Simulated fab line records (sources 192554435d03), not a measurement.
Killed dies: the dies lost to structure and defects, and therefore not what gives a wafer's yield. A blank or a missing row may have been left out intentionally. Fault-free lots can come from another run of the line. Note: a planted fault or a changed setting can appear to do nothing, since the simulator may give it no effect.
fab line records -- flow n5_finfet
record lots=9, wafers=25, last_day=17
route steps=1938 shown SD_EPI_P@307 ILD0@344 BEOL_M4@1111 PASSIVATION@1936
lots that met no fault: taken from a fault-free run of the same line
start_h: the number of hours between the record's first day and the start of the first shown wafer of the lot -- wait_h: hours since the lot's step before -- " as in the row above -- L1.1+2: several wafers, shown together as one row -- - no value present, or no start provided -- * or withheld: withheld -- < > ~ a bound
route shown NAME@n: a module of which the file shows steps, and the number in the route of the first -- usual: average and standard deviation across the fault-free wafers -- same: alike in all rows -- chamber/n: place in a boat -- sites: each site's reading -- _std_site: the standard deviation of these -- _edge_site: outer sites' mean less inner sites' -- radius_mm: how far each site lies from the wafer's centre -- mask NAME#n: copy n -- behind: the tool/chamber that last shaped the wafer -- hold: why the lot went on hold/how many hours it stayed there/how the hold came to an end -- device: whichever transistor did not switch (one of n, p or np) -- end of line: tests of these same wafers at the route's end -- a step without rows: its recipe alone -- killed: dies that structure and defects cost at the first sort, which is not the same as the wafer's yield -- map: dies across one wafer; x = killed, . = not, _ = none there
set.NAME: the setting the step ran with; set.NAME@STEP: the setting that earlier step ran with -- model.NAME: the simulator's own value behind a step, which no gauge read
the route's steps for a sample of lots (tables are steps, rows are wafers)
services: when a tool's chamber went out of use (start_h, in hours from the record's first day, below 0 if earlier), for how many hours, and the reason
## steps
# step N5_SD_EPI_P_ETCH_36
# recipe chemistry=CF4, target=SiARC, target_depth_a=455, mask_material=CAR-ArF-block, time_s=75.8, ion_energy_ev=80, pressure_mtorr=40, source_w=545, bias_w=36, Ar_flow_sccm=100, cf4_flow_sccm=100, ends=cleared
# usual bias_w=35.98/0.11, drypump_motor_current_A=5.6/0.45, etch_rf_on_time_s=76.7/2.8, oes_product_au=0.67/0.084, rf_vpp_V=184.0/1.2, showerhead_plenum_p_Torr=2.14/0.058, throttle_valve_pct=15.68/0.16
lot.wafer,tool,chamber,start_h,wait_h,bias_w,drypump_motor_current_A,etch_rf_on_time_s,oes_product_au,rf_hours_counter_h,rf_vpp_V,showerhead_plenum_p_Torr,throttle_valve_pct
L647.3,rie_diel-03,1,52.41,0.0,35.99,5.4,77.9,0.59,238,184.0,2.02,16.00
L647.4,rie_diel-03,3,52.41,0.0,36.01,6.4,70.7,0.85,7,185.2,2.19,15.59
L647.6,rie_diel-03,0,52.41,0.0,35.92,5.1,79.6,0.62,-,183.5,2.16,15.73
L648.1,rie_diel-06,2,61.80,0.0,36.01,6.1,76.7,0.61,186,183.7,2.12,15.76
L648.3,rie_diel-06,1,61.80,0.0,35.86,5.7,75.7,0.66,138,184.4,2.14,15.72
L648.5,rie_diel-06,1,61.80,0.0,35.88,5.7,76.1,0.65,-,183.1,2.14,15.76
L650.3,rie_diel-03,0,71.37,0.0,35.99,5.1,80.6,0.62,163,182.0,2.16,15.74
L650.4,rie_diel-03,2,71.37,0.0,36.01,5.3,76.4,0.59,222,183.8,2.12,15.66
L650.6,rie_diel-03,2,71.37,0.0,35.99,5.3,76.1,0.58,-,183.9,2.12,15.64
L652.1,rie_diel-04,0,83.10,0.0,36.03,5.9,75.9,0.63,156,184.2,2.13,15.81
L652.4,rie_diel-04,1,83.10,0.0,36.08,5.2,74.0,0.63,174,182.9,2.13,15.57
L655.4,rie_diel-03,0,101.18,0.0,35.88,5.1,80.8,0.62,-,184.0,2.15,15.79
L655.5,rie_diel-03,2,101.18,0.0,35.93,5.3,75.6,0.58,-,182.5,2.12,15.70
L660.1,rie_diel-03,1,134.15,0.0,36.04,5.4,80.3,0.79,4,185.8,2.27,15.53
L660.3,rie_diel-03,0,134.15,0.0,36.09,5.1,80.1,0.62,182,184.1,2.15,15.79
L660.5,rie_diel-03,1,134.15,0.0,36.00,5.3,80.5,0.79,-,187.1,2.27,15.52
L665.1,rie_diel-03,1,163.74,0.0,36.05,5.4,78.7,0.77,12,183.5,2.27,15.55
L665.2,rie_diel-03,3,163.74,0.0,35.90,6.4,71.9,0.78,43,184.4,2.18,15.68
L665.3,rie_diel-03,0,163.74,0.0,36.13,5.1,79.1,0.61,190,183.7,2.15,15.80
L666.1,rie_diel-04,3,169.90,0.0,36.06,5.2,77.9,0.74,39,183.8,2.09,15.49
L666.3,rie_diel-04,2,169.90,0.0,35.95,5.7,72.4,0.61,227,182.0,2.04,16.01
L666.4,rie_diel-04,0,169.90,0.0,36.01,5.9,75.0,0.62,182,184.0,2.12,15.85
L669.3,rie_diel-04,3,187.01,0.0,36.03,5.2,78.2,0.73,44,183.6,2.09,15.49
L669.5,rie_diel-04,2,187.01,0.0,36.19,5.7,72.8,0.60,-,180.6,2.04,16.03
L669.6,rie_diel-04,3,187.01,0.0,36.03,5.1,78.6,0.74,-,183.2,2.09,15.49
# step N5_SD_EPI_P_ETCH_37
# recipe chemistry=N2/H2, target=SOC, overetch_a=1080, mask_material=SiARC, temp_c=40, ion_energy_ev=100, source_w=3000, bias_w=133, pressure_mtorr=20, time_s=486, n2_flow_sccm=200, h2_flow_sccm=200, ends=end_point
# usual bias_w=133.0/0.41, drypump_motor_current_A=5.6/0.45, oes_product_au=0.71/0.085, rf_vpp_V=240.7/1.2, showerhead_plenum_p_Torr=2.55/0.075, throttle_valve_pct=24.0/0.4
lot.wafer,tool,chamber,start_h,wait_h,bias_w,drypump_motor_current_A,oes_product_au,rf_hours_counter_h,rf_vpp_V,showerhead_plenum_p_Torr,throttle_valve_pct
L647.3,rie_diel-03,1,52.46,0.0,133.3,5.4,0.63,238,238.6,2.38,24.0
L647.4,rie_diel-03,3,52.46,0.0,133.0,6.4,0.85,7,242.4,2.64,24.7
L647.6,rie_diel-03,0,52.46,0.0,133.6,5.1,0.68,-,241.3,2.55,24.0
L648.1,rie_diel-06,2,61.86,0.0,133.7,6.1,0.65,186,242.0,2.52,23.5
L648.3,rie_diel-06,1,61.86,0.0,133.4,5.7,0.69,138,239.1,2.55,23.9
L648.5,rie_diel-06,1,61.86,0.0,133.0,5.7,0.69,-,240.9,2.55,23.9
L650.3,rie_diel-03,0,71.43,0.0,133.3,5.1,0.68,163,239.8,2.55,24.0
L650.4,rie_diel-03,2,71.43,0.0,133.1,5.3,0.61,222,240.1,2.53,23.9
L650.6,rie_diel-03,2,71.43,0.0,133.3,5.3,0.62,-,239.8,2.53,23.9
L652.1,rie_diel-04,0,83.16,0.0,133.1,5.9,0.67,156,240.6,2.55,24.2
L652.4,rie_diel-04,1,83.16,0.0,131.9,5.3,0.66,174,241.7,2.52,23.6
L655.4,rie_diel-03,0,101.37,0.2,132.8,5.1,0.67,-,240.7,2.55,24.0
L655.5,rie_diel-03,2,101.37,0.2,133.1,5.3,0.61,-,241.9,2.53,23.9
L660.1,rie_diel-03,1,134.20,0.0,133.3,5.4,0.85,4,242.1,2.70,23.7
L660.3,rie_diel-03,0,134.20,0.0,132.9,5.1,0.66,182,239.9,2.54,24.0
L660.5,rie_diel-03,1,134.20,0.0,133.4,5.4,0.85,-,242.3,2.70,23.7
L665.1,rie_diel-03,1,163.79,0.0,132.7,5.4,0.81,13,242.4,2.69,23.7
L665.2,rie_diel-03,3,163.79,0.0,133.6,6.3,0.80,43,241.5,2.62,24.7
L665.3,rie_diel-03,0,163.79,0.0,133.1,5.1,0.66,190,239.5,2.54,24.0
L666.1,rie_diel-04,3,169.95,0.0,132.4,5.1,0.79,39,240.7,2.48,24.0
L666.3,rie_diel-04,2,169.95,0.0,133.7,5.7,0.62,227,236.6,2.42,24.7
L666.4,rie_diel-04,0,169.95,0.0,133.0,5.9,0.65,183,239.8,2.54,24.2
L669.3,rie_diel-04,3,187.07,0.0,133.0,5.1,0.77,44,238.8,2.48,24.0
L669.5,rie_diel-04,2,187.07,0.0,134.0,5.7,0.61,-,238.8,2.42,24.7
L669.6,rie_diel-04,3,187.07,0.0,132.5,5.2,0.77,-,240.8,2.48,24.0
# step N5_SD_EPI_P_ETCH_47
# recipe chemistry=CH3F/O2, target=SiOCN, target_depth_a=250, mask_material=SOC, ion_energy_ev=60, bias_w=29, pressure_mtorr=30, source_w=410, Ar_flow_sccm=150, CH3F_flow_sccm=30, O2_flow_sccm=20
# usual bias_w=29.00/0.08, drypump_motor_current_A=5.6/0.45, oes_product_au=0.79/0.1, rf_vpp_V=130/5.2, showerhead_plenum_p_Torr=2.00/0.061, throttle_valve_pct=16.40/0.17
lot.wafer,tool,chamber,start_h,wait_h,bias_w,drypump_motor_current_A,oes_product_au,rf_hours_counter_h,rf_vpp_V,showerhead_plenum_p_Torr,throttle_valve_pct
L647.3,rie_diel-03,1,52.89,0.1,28.95,5.4,0.72,238,135,1.89,16.73
L647.4,rie_diel-03,3,52.89,0.1,28.98,6.4,0.99,8,127,2.06,16.41
L647.6,rie_diel-03,0,52.89,0.1,28.96,5.1,0.76,-,136,2.01,16.42
L648.1,rie_diel-06,2,62.28,0.1,29.05,6.0,0.71,186,126,1.98,16.43
L648.3,rie_diel-06,1,62.28,0.1,28.85,5.7,0.78,138,135,1.98,16.37
L648.5,rie_diel-06,1,62.28,0.1,29.01,5.7,0.78,-,137,1.98,16.37
L650.3,rie_diel-03,0,71.86,0.1,28.91,5.1,0.74,163,135,2.01,16.43
L650.4,rie_diel-03,2,71.86,0.1,29.09,5.3,0.68,222,130,1.98,16.41
L650.6,rie_diel-03,2,71.86,0.1,29.10,5.3,0.68,-,129,1.98,16.40
L652.1,rie_diel-04,0,83.58,0.1,29.10,5.9,0.73,156,124,1.99,16.53
L652.4,rie_diel-04,1,83.58,0.1,29.07,5.2,0.73,174,125,1.99,16.30
L655.4,rie_diel-03,0,101.69,0.1,28.89,5.1,0.73,-,136,2.01,16.44
L655.5,rie_diel-03,2,101.69,0.1,28.92,5.3,0.68,-,129,1.98,16.41
L660.1,rie_diel-03,1,134.63,0.1,28.89,5.4,0.95,4,139,2.14,16.30
L660.3,rie_diel-03,0,134.63,0.1,29.10,5.1,0.73,182,136,2.00,16.47
L660.5,rie_diel-03,1,134.63,0.1,28.96,5.4,0.95,-,136,2.14,16.29
L665.1,rie_diel-03,1,164.22,0.1,28.93,5.4,0.91,13,136,2.14,16.31
L665.2,rie_diel-03,3,164.22,0.1,29.16,6.4,0.91,43,127,2.05,16.48
L665.3,rie_diel-03,0,164.22,0.1,29.04,5.1,0.72,190,136,2.00,16.48
L666.1,rie_diel-04,3,170.38,0.1,29.04,5.2,0.87,39,124,1.95,16.21
L666.3,rie_diel-04,2,170.38,0.1,28.94,5.7,0.70,227,122,1.90,16.80
L666.4,rie_diel-04,0,170.38,0.1,28.96,5.9,0.71,183,123,1.98,16.57
L669.3,rie_diel-04,3,187.49,0.1,29.10,5.2,0.86,44,123,1.95,16.24
L669.5,rie_diel-04,2,187.49,0.1,29.01,5.7,0.69,-,121,1.90,16.80
L669.6,rie_diel-04,3,187.49,0.1,29.17,5.2,0.86,-,124,1.95,16.23
# step N5_ILD0_CMP_12
# recipe stop_on=poly-Si, material=SiNx, t_overpolish_s=6, post_cmp_clean=alkaline_brush, down_force_psi=2.5, platen_rpm=51.8, pad_velocity_m_s=1.0307, target_thk_nm=17.67
# usual motor_current_A=9.2/1, overpolish_run_s=6.000/0.0092, time_to_endpoint_s=28/3.1
lot.wafer,tool,chamber,start_h,wait_h,motor_current_A,overpolish_run_s,time_to_endpoint_s
L647.3,cmp-03,0,63.62,1.1,11.2,5.980,29
L647.4,cmp-03,2,63.62,1.1,9.4,5.995,28
L647.6,cmp-03,1,63.62,1.1,8.8,5.996,33
L648.3,cmp-04,1,73.19,1.1,7.0,5.996,29
L648.1,cmp-04,3,73.19,1.1,8.7,6.000,23
L648.5,cmp-04,1,73.19,1.1,6.9,6.007,26
L650.3,cmp-03,3,82.74,1.2,9.2,6.024,28
L650.4,cmp-03,0,82.74,1.2,10.8,6.000,26
L650.6,cmp-03,2,82.74,1.2,9.6,6.003,23
L652.1,cmp-03,2,94.57,1.2,9.6,5.998,24
L652.4,cmp-03,3,94.57,1.2,8.6,5.999,14
L655.4,cmp-03,0,112.49,1.2,11.2,5.997,14
L655.5,cmp-03,3,112.49,1.2,8.8,6.003,29
L660.1,cmp-04,2,145.54,1.1,8.6,6.006,21
L660.3,cmp-04,3,145.54,1.1,8.8,5.976,20
L660.5,cmp-04,2,145.54,1.1,8.8,6.010,21
L665.1,cmp-03,1,176.29,1.1,8.7,6.018,31
L665.3,cmp-03,2,176.29,1.1,9.2,6.002,27
L665.2,cmp-03,0,176.29,1.1,11.1,6.005,28
L666.1,cmp-02,3,181.07,1.1,9.1,6.001,33
L666.4,cmp-02,0,181.07,1.1,9.5,6.011,29
L666.3,cmp-02,1,181.07,1.1,11.1,6.012,34
L669.3,cmp-03,0,197.45,1.2,10.9,6.004,26
L669.6,cmp-03,3,197.45,1.2,8.6,5.991,31
L669.5,cmp-03,0,197.45,1.2,11.6,5.997,27
# step N5_BEOL_M4_RC_MEAS_101
# usual DIBL_N=36.0/2.5, DIBL_P=36.2/3, IOFF_N=0.16/0.044, IOFF_P=0.21/0.049, ION_N=671/15, ION_P=461/8.7, SS_N=71.5/0.72, SS_P=73.4/0.9, VT_N=251/4.4, VT_P=-250/4
lot.wafer,tool,chamber,start_h,wait_h,DIBL_N[mV/V],DIBL_P[mV/V],IOFF_N[nA/um],IOFF_P[nA/um],ION_N[uA/um],ION_P[uA/um],SS_N[mV/dec],SS_P[mV/dec],VT_N[mV],VT_P[mV]
L647.3,prober-01,0,180.36,0.3,34.7,33.8,0.13,0.20,653,456,71.5,72.0,255,-250
L647.4,prober-01,0,180.36,0.3,36.7,36.3,0.16,0.24,672,469,71.4,73.8,249,-243
L647.6,prober-01,0,180.36,0.3,33.9,32.7,0.12,0.19,667,468,71.0,72.1,252,-246
L648.1,prober-02,0,189.25,0.6,34.6,36.4,0.13,0.19,652,449,71.9,73.2,254,-252
L648.3,prober-02,0,189.25,0.6,33.6,35.3,0.13,0.17,660,452,71.7,73.2,253,-253
L648.5,prober-02,0,189.25,0.6,33.5,35.5,0.13,0.18,652,447,72.0,73.0,254,-255
L650.3,prober-02,0,206.96,0.3,32.7,34.3,0.12,0.18,656,455,70.9,72.2,252,-249
L650.4,prober-02,0,206.96,0.3,37.3,40.0,0.20,0.24,677,459,72.3,74.3,247,-249
L650.6,prober-02,0,206.96,0.3,35.7,38.5,0.16,0.24,663,461,71.7,74.3,253,-247
L652.1,prober-02,0,215.26,0.0,41.4,41.8,0.26,0.29,697,466,72.5,75.0,245,-246
L652.4,prober-02,0,215.26,0.0,38.8,39.1,0.19,0.24,673,457,73.0,74.2,247,-249
L655.4,prober-01,0,223.00,0.5,36.0,35.3,0.13,0.16,658,450,71.4,73.9,255,-258
L655.5,prober-01,0,223.00,0.5,37.1,37.1,0.15,0.20,654,455,72.1,74.2,251,-254
L660.1,prober-01,0,258.40,0.0,36.0,36.7,0.15,0.22,671,461,71.7,73.2,252,-247
L660.3,prober-01,0,258.40,0.0,36.6,38.2,0.17,0.24,686,471,71.6,74.0,250,-244
L660.5,prober-01,0,258.40,0.0,35.9,35.8,0.15,0.19,658,450,72.3,73.3,254,-253
L665.1,prober-01,0,285.81,0.0,35.9,37.7,0.18,0.26,676,469,71.0,73.7,248,-244
L665.2,prober-01,0,285.81,0.0,34.4,35.8,0.14,0.22,655,460,70.9,73.8,255,-248
L665.3,prober-01,0,285.81,0.0,36.0,37.3,0.18,0.24,677,469,72.3,73.8,248,-247
L666.1,prober-01,0,286.74,0.4,33.0,31.1,0.10,0.15,653,454,71.0,71.9,258,-255
L666.3,prober-01,0,286.74,0.4,32.5,31.6,0.10,0.15,643,447,70.5,72.3,259,-253
L666.4,prober-01,0,286.74,0.4,35.2,35.9,0.14,0.21,668,456,71.3,73.8,250,-251
L669.3,prober-01,0,308.65,0.3,40.1,40.6,0.25,0.31,689,470,73.0,74.3,245,-242
L669.5,prober-01,0,308.65,0.3,36.2,35.1,0.13,0.19,651,453,71.1,73.0,255,-252
L669.6,prober-01,0,308.65,0.3,37.9,37.6,0.19,0.25,675,463,71.8,73.6,246,-246
# step N5_PASSIVATION_PROBE_49
# usual defect_limited_yield=91.7/1.4, killed_at_M0_to_M3=31/11, killed_at_M4_up=13/4.6, killed_at_contacts=13/6.7, killed_at_front_end=39/9.6, killed_at_other=3.5/2.8, killed_dies=98/16, killed_open=64/11, killed_short=33/8.5, sort_bin_5_function=4.9/0.96, sort_bin_6_memory=3.1/0.59, sort_bin_8_speed=0.2/1.3, sort_n_pass=1080/23
# same gross_dies=1180, killed_at_back_side=0, sort_bin_4_leakage[%]=0
lot.wafer,tool,chamber,start_h,wait_h,defect_limited_yield[%],killed_at_M0_to_M3,killed_at_M4_up,killed_at_contacts,killed_at_front_end,killed_at_other,killed_dies,killed_open,killed_short,sort_bin_5_function[%],sort_bin_6_memory[%],sort_bin_8_speed[%],sort_n_pass
L647.3,prober-02,-,277.82,0.1,89.9,38,19,19,39,4,119,80,39,5.8,3.9,0.1,1060
L647.4,prober-02,-,277.87,0.2,90.7,52,10,17,30,1,110,82,24,6.1,3.0,0,1070
L647.6,prober-02,-,277.97,0.3,93.0,36,7,11,29,0,83,53,27,3.8,3.1,0,1097
L648.1,prober-01,-,301.86,0.2,92.8,22,16,2,41,4,85,65,20,4.4,2.6,0,1095
L648.3,prober-01,-,301.96,0.3,93.7,20,15,4,29,6,74,51,23,3.2,2.8,0,1106
L648.5,prober-01,-,302.06,0.4,93.0,32,11,3,32,5,83,47,35,4.0,2.8,0,1097
L650.3,prober-01,-,310.60,0.1,91.3,28,20,28,26,1,103,68,32,4.4,3.8,0.3,1077
L650.4,prober-01,-,310.65,0.2,91.9,28,14,15,33,6,96,61,35,4.4,3.4,0,1084
L650.6,prober-01,-,310.75,0.3,92.9,22,8,19,33,2,84,59,25,4.5,2.5,0,1096
L652.1,prober-02,-,326.48,0.8,93.4,20,19,3,34,2,78,61,17,4.1,2.2,0,1102
L652.4,prober-02,-,326.63,0.9,93.1,30,15,7,25,4,81,50,31,4.4,2.3,0,1099
L655.4,prober-01,-,337.46,0.2,93.0,22,13,9,35,4,83,57,24,4.2,2.8,0,1097
L655.5,prober-01,-,337.51,0.2,91.4,26,10,15,47,3,101,60,41,4.7,3.7,0,1079
L660.1,prober-01,-,351.79,0.0,91.0,27,14,16,45,4,106,68,36,5.1,3.6,0,1074
L660.3,prober-01,-,351.89,0.1,91.9,40,10,8,35,2,95,58,35,4.8,3.1,0,1085
L660.5,prober-01,-,351.99,0.2,91.9,36,11,6,35,7,95,60,34,4.0,3.7,0,1085
L665.1,prober-02,-,387.91,0.0,91.2,36,15,10,37,6,104,72,32,4.9,3.6,0,1076
L665.2,prober-02,-,387.96,0.1,91.5,30,9,16,35,10,100,70,30,4.9,3.3,0.1,1079
L665.3,prober-02,-,388.01,0.1,88.1,55,18,15,43,9,140,105,34,7.6,4.1,0,1040
L666.1,prober-02,-,393.04,0.0,91.9,23,15,20,34,3,95,62,32,4.2,3.6,0,1085
L666.3,prober-02,-,393.14,0.1,93.7,25,11,14,21,3,74,50,24,4.0,2.2,0.8,1096
L666.4,prober-02,-,393.19,0.2,93.5,17,19,16,22,3,77,50,27,3.6,2.8,0,1103
L669.3,prober-01,-,410.91,0.1,93.2,18,21,7,34,0,80,60,19,4.3,2.2,0,1100
L669.5,prober-01,-,411.01,0.2,92.7,14,17,15,39,1,86,61,24,4.8,2.3,0.1,1093
L669.6,prober-01,-,411.06,0.3,93.5,18,12,9,36,2,77,56,19,3.8,2.6,0,1103
# killed by level:class
L647.3 STI_FIN_REVEAL:geometric_particle:open=17 MOL_CONTACT_COAG:geometric_particle:open=10 FIN_SAQP:geometric_particle:short=9 MOL_CONTACT_COAG:geometric_particle:short=9 BEOL_M1:geometric_particle:open=9 BEOL_M4:geometric_particle:open=9 BEOL_M0_SAQP:geometric_particle:open=8 BEOL_M3:geometric_particle:open=6
L647.4 BEOL_M2:geometric_particle:open=17 MOL_CONTACT_COAG:geometric_particle:open=16 BEOL_M1:geometric_particle:open=15 BEOL_M3:geometric_particle:open=10 STI_FIN_REVEAL:geometric_particle:open=7 DUMMY_GATE:geometric_particle:open=4 BEOL_M0_SAQP:geometric_particle:short=4 BEOL_M4:geometric_particle:open=4
L647.6 STI_FIN_REVEAL:geometric_particle:open=12 BEOL_M2:geometric_particle:open=11 MOL_CONTACT_COAG:geometric_particle:open=8 BEOL_M0_SAQP:geometric_particle:short=7 BEOL_M3:geometric_particle:open=5 GATE_CUT:geometric_particle:short=4 BEOL_M1:geometric_particle:open=3 MOL_CONTACT_COAG:geometric_particle:short=3
L648.1 STI_FIN_REVEAL:geometric_particle:open=19 BEOL_M1:geometric_particle:open=9 BEOL_M4:geometric_particle:open=5 DUMMY_GATE:geometric_particle:open=4 GATE_CUT:geometric_particle:short=4 BEOL_M8:geometric_particle:open=4 BEOL_M0_SAQP:geometric_particle:open=4 STARTING-WAFER:geometric_particle:short=4
L648.3 STI_FIN_REVEAL:geometric_particle:open=10 BEOL_M1:geometric_particle:open=7 BEOL_M4:geometric_particle:open=5 FIN_SAQP:geometric_particle:short=4 STI_FIN_REVEAL:geometric_particle:short=3 MOL_CONTACT_COAG:geometric_particle:open=3 BEOL_M2:geometric_particle:open=3 FIN_SAQP:geometric_particle:open=2
L648.5 STI_FIN_REVEAL:geometric_particle:open=13 BEOL_M0_SAQP:geometric_particle:short=8 FIN_SAQP:geometric_particle:short=5 BEOL_M0_SAQP:geometric_particle:open=5 BEOL_M1:geometric_particle:open=5 BEOL_M1:geometric_particle:short=4 BEOL_M2:geometric_particle:open=4 GATE_CUT:geometric_particle:short=3
L650.3 MOL_CONTACT_COAG:geometric_particle:open=22 BEOL_M3:geometric_particle:open=9 BEOL_M4:geometric_particle:open=8 MOL_CONTACT_COAG:geometric_particle:short=6 BEOL_M2:geometric_particle:open=6 FIN_SAQP:geometric_particle:open=5 FIN_SAQP:geometric_particle:short=5 STI_FIN_REVEAL:geometric_particle:open=5
L650.4 BEOL_M4:geometric_particle:open=11 GATE_CUT:geometric_particle:short=11 MOL_CONTACT_COAG:geometric_particle:open=11 BEOL_M3:geometric_particle:open=6 FIN_SAQP:geometric_particle:short=5 STI_FIN_REVEAL:geometric_particle:open=5 BEOL_M0_SAQP:geometric_particle:short=5 MOL_CONTACT_COAG:geometric_particle:short=4
L650.6 MOL_CONTACT_COAG:geometric_particle:open=13 STI_FIN_REVEAL:geometric_particle:open=12 BEOL_M0_SAQP:geometric_particle:open=9 MOL_CONTACT_COAG:geometric_particle:short=6 GATE_CUT:geometric_particle:open=4 GATE_CUT:geometric_particle:short=4 BEOL_M3:geometric_particle:open=4 STARTING-WAFER:geometric_particle:short=4
L652.1 STI_FIN_REVEAL:geometric_particle:open=8 DUMMY_GATE:geometric_particle:open=8 BEOL_M2:geometric_particle:open=7 BEOL_M3:geometric_particle:open=7 BEOL_M4:geometric_particle:open=7 BEOL_M6:geometric_particle:open=5 FIN_SAQP:geometric_particle:short=3 GATE_CUT:geometric_particle:short=3
L652.4 BEOL_M1:geometric_particle:open=8 STI_FIN_REVEAL:geometric_particle:open=7 BEOL_M4:geometric_particle:open=7 BEOL_M0_SAQP:geometric_particle:short=6 MOL_CONTACT_COAG:geometric_particle:open=5 FIN_SAQP:geometric_particle:short=3 GATE_CUT:geometric_particle:short=3 GATE_CUT:geometric_particle:open=3
L655.4 MOL_CONTACT_COAG:geometric_particle:open=8 BEOL_M1:geometric_particle:open=7 BEOL_M4:geometric_particle:open=6 FIN_SAQP:geometric_particle:open=5 BEOL_M2:geometric_particle:open=5 STARTING-WAFER:geometric_particle:open=5 STI_FIN_REVEAL:geometric_particle:open=4 DUMMY_GATE:geometric_particle:open=4
L655.5 MOL_CONTACT_COAG:geometric_particle:open=11 FIN_SAQP:geometric_particle:short=9 BEOL_M1:geometric_particle:open=6 STI_FIN_REVEAL:geometric_particle:open=6 GATE_CUT:geometric_particle:short=6 FIN_SAQP:geometric_particle:open=5 BEOL_M0_SAQP:geometric_particle:open=5 BEOL_M3:geometric_particle:open=5
L660.1 MOL_CONTACT_COAG:geometric_particle:open=12 FIN_SAQP:geometric_particle:open=10 GATE_CUT:geometric_particle:short=7 FIN_SAQP:geometric_particle:short=6 GATE_CUT:geometric_particle:open=6 BEOL_M0_SAQP:geometric_particle:open=6 DUMMY_GATE:geometric_particle:open=5 BEOL_M1:geometric_particle:open=5
L660.3 BEOL_M0_SAQP:geometric_particle:open=14 GATE_CUT:geometric_particle:short=8 MOL_CONTACT_COAG:geometric_particle:open=7 FIN_SAQP:geometric_particle:short=6 BEOL_M1:geometric_particle:open=6 BEOL_M0_SAQP:geometric_particle:short=5 BEOL_M3:geometric_particle:open=5 FIN_SAQP:geometric_particle:open=4
L660.5 DUMMY_GATE:geometric_particle:open=8 STI_FIN_REVEAL:geometric_particle:open=7 BEOL_M0_SAQP:geometric_particle:short=7 BEOL_M0_SAQP:geometric_particle:open=7 BEOL_M1:geometric_particle:open=6 FIN_SAQP:geometric_particle:open=5 GATE_CUT:geometric_particle:short=5 MOL_CONTACT_COAG:geometric_particle:open=5
L665.1 FIN_SAQP:geometric_particle:open=10 MOL_CONTACT_COAG:geometric_particle:open=9 BEOL_M0_SAQP:geometric_particle:short=9 BEOL_M1:geometric_particle:open=9 STI_FIN_REVEAL:geometric_particle:open=8 BEOL_M4:geometric_particle:open=8 BEOL_M1:geometric_particle:short=6 GATE_CUT:geometric_particle:open=4
L665.2 MOL_CONTACT_COAG:geometric_particle:open=15 BEOL_M0_SAQP:geometric_particle:short=8 STI_FIN_REVEAL:geometric_particle:open=7 BEOL_M1:geometric_particle:open=7 STARTING-WAFER:geometric_particle:open=6 FIN_SAQP:geometric_particle:short=5 FIN_SAQP:geometric_particle:open=5 BEOL_M0_SAQP:geometric_particle:open=5
L665.3 BEOL_M1:geometric_particle:open=19 FIN_SAQP:geometric_particle:open=13 STI_FIN_REVEAL:geometric_particle:open=13 MOL_CONTACT_COAG:geometric_particle:open=13 BEOL_M3:geometric_particle:open=10 BEOL_M0_SAQP:geometric_particle:open=9 BEOL_M0_SAQP:geometric_particle:short=6 BEOL_M4:geometric_particle:open=6
L666.1 MOL_CONTACT_COAG:geometric_particle:open=17 FIN_SAQP:geometric_particle:short=6 BEOL_M0_SAQP:geometric_particle:short=5 BEOL_M8:geometric_particle:open=5 BEOL_M2:geometric_particle:open=5 FIN_SAQP:geometric_particle:open=4 STI_FIN_REVEAL:geometric_particle:open=4 STI_FIN_REVEAL:geometric_particle:short=3
L666.3 MOL_CONTACT_COAG:geometric_particle:open=11 BEOL_M0_SAQP:geometric_particle:open=8 BEOL_M0_SAQP:geometric_particle:short=6 FIN_SAQP:geometric_particle:short=4 STI_FIN_REVEAL:geometric_particle:open=4 GATE_CUT:geometric_particle:short=3 ILD0:geometric_particle:open=3 MOL_CONTACT_COAG:geometric_particle:short=3
L666.4 MOL_CONTACT_COAG:geometric_particle:open=12 BEOL_M0:geometric_particle:open=5 BEOL_M1:geometric_particle:short=5 BEOL_M8:geometric_particle:open=5 ILD0:geometric_particle:short=4 MOL_CONTACT_COAG:geometric_particle:short=4 BEOL_M4:geometric_particle:open=4 FIN_SAQP:geometric_particle:short=3
L669.3 BEOL_M4:geometric_particle:open=11 STI_FIN_REVEAL:geometric_particle:open=9 FIN_SAQP:geometric_particle:open=6 BEOL_M1:geometric_particle:open=5 DUMMY_GATE:geometric_particle:open=4 GATE_CUT:geometric_particle:short=4 MOL_CONTACT_COAG:geometric_particle:open=4 STARTING-WAFER:geometric_particle:short=4
L669.5 MOL_CONTACT_COAG:geometric_particle:open=14 FIN_SAQP:geometric_particle:open=10 BEOL_M4:geometric_particle:open=10 DUMMY_GATE:geometric_particle:open=8 STI_FIN_REVEAL:geometric_particle:open=5 BEOL_M0_SAQP:geometric_particle:short=4 STARTING-WAFER:geometric_particle:open=4 FIN_SAQP:geometric_particle:short=3
L669.6 FIN_SAQP:geometric_particle:open=17 BEOL_M0_SAQP:geometric_particle:open=6 MOL_CONTACT_COAG:geometric_particle:open=6 BEOL_M4:geometric_particle:open=6 FIN_SAQP:geometric_particle:short=5 BEOL_M1:geometric_particle:open=5 STARTING-WAFER:geometric_particle:short=4 DUMMY_GATE:geometric_particle:open=3
## services
tool,chamber,start_h,hours,kind
cmp-02,-,35.21,0.3,repair
cmp-02,-,68.77,4.0,pm
cmp-02,-,72.77,-,consumable_replace:conditioner
cmp-02,-,72.77,-,consumable_replace:pad
rie_diel-06,-,86.87,0.4,repair
rie_diel-03,1,94.69,-,clean
rie_diel-03,1,94.69,-,consumable_replace:focus_ring
rie_diel-03,1,94.69,-,consumable_replace:showerhead
rie_diel-03,1,94.69,23.9,scheduled_down
rie_diel-03,1,94.69,23.9,vent_cycle
cmp-03,-,131.93,4.0,pm
rie_diel-06,3,133.56,10.2,repair
cmp-03,-,135.93,-,consumable_replace:conditioner
cmp-03,-,135.93,-,consumable_replace:pad
rie_diel-03,1,146.18,2.5,repair
cmp-04,-,153.06,6.5,repair
rie_diel-03,-,159.37,0.7,repair
rie_diel-03,2,161.15,-,clean
rie_diel-03,2,161.15,-,consumable_replace:focus_ring
rie_diel-03,2,161.15,13.2,scheduled_down
rie_diel-03,2,161.15,13.2,vent_cycle
rie_diel-04,-,188.17,14.6,pm
cmp-04,-,191.48,0.5,repair
## key
first_sign step=N5_ILD0_CMP_12, reading=time_to_endpoint_s, direction=down, sigmas=4.4, usual=*, struck=*
effect none on later readings
met_at N5_ILD0_CMP_12
struck_lots L652,L655
struck_wafers L652.4,L655.4
not_acting_at N5_SD_EPI_P_ETCH_36,N5_SD_EPI_P_ETCH_37,N5_SD_EPI_P_ETCH_47
onset_between 82.74 94.57
fault kind=process_parameter_drift, tool=cmp-03, chamber=-, onset_h=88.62, steps=N5_ILD0_CMP_12, channel=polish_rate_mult, offset=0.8, shape=step, end_h=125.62, scope=struck_wafers_only
